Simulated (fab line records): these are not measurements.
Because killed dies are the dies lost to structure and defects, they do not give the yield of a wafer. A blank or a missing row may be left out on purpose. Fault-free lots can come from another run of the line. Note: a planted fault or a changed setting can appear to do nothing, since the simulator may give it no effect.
Chamber matching / flow n5 finfet / N5_BEOL_M8_CURE_75 on uv cure-03: 3 sister chambers
The step cures SiCOH lowk, time 120 s. 6 wafers are shown with their chamber, then 8 later ones without.

## WAFERS WITH THEIR CHAMBER
wafer=L077.5; chamber=1; wafer_temp_C_max=371.0; lamp power pct (%)=52.31
wafer=L086.4; chamber=0; wafer_temp_C_max=371.7; lamp power pct (%)=52.27
wafer=L086.5; chamber=0; wafer_temp_C_max=372.7; lamp power pct (%)=52.21
wafer=L092.5; chamber=2; wafer_temp_C_max=371.1; lamp power pct (%)=52.39
wafer=L092.6; chamber=2; wafer_temp_C_max=370.7; lamp power pct (%)=52.23
wafer=L093.2; chamber=1; wafer_temp_C_max=371.0; lamp power pct (%)=52.26

## WAFERS WITHOUT THEIR CHAMBER
wafer=L093.4; wafer_temp_C_max=371.1; lamp power pct (%)=52.27
wafer=L093.5; wafer_temp_C_max=371.7; lamp power pct (%)=52.24
wafer=L094.2; wafer_temp_C_max=370.9; lamp power pct (%)=52.40
wafer=L094.4; wafer_temp_C_max=370.8; lamp power pct (%)=52.37
wafer=L094.6; wafer_temp_C_max=370.5; lamp power pct (%)=52.37
wafer=L096.2; wafer_temp_C_max=371.6; lamp power pct (%)=52.36
wafer=L096.4; wafer_temp_C_max=371.2; lamp power pct (%)=52.32
wafer=L096.6; wafer_temp_C_max=371.3; lamp power pct (%)=52.35

## THE CHAMBER EACH PASSED THROUGH
wafer=L093.4; from the rows above=can't be placed: 1 or 2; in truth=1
wafer=L093.5; from the rows above=can't be placed: 0 or 1 or 2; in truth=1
wafer=L094.2; from the rows above=can't be placed: 2 or 1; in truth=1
wafer=L094.4; from the rows above=can't be placed: 2 or 1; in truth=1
wafer=L094.6; from the rows above=can't be placed: 2 or 1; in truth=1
wafer=L096.2; from the rows above=can't be placed: 1 or 2 or 0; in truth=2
wafer=L096.4; from the rows above=can't be placed: 1 or 2 or 0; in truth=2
wafer=L096.6; from the rows above=can't be placed: 2 or 1 or 0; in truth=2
Placed correctly: 0 of 8. Cannot be placed on the basis of these rows: 8; the candidates contain the true chamber in 8. 0 placed wrongly.
How it was worked out, from the rows above alone: a wafer's distance from a chamber is the root of the sum, over the readings, of the square of ((its reading less the chamber's mean) divided by the reading's scatter). The wafer belongs to the nearest chamber; if the next one is less than 2 further off, it can't be placed. The mean given for a chamber averages the wafers shown for that chamber. How the scatter is found: for the shown wafers, subtract from each reading the mean of its chamber, square and add these, divide the total by (wafers less chambers), then take the root.
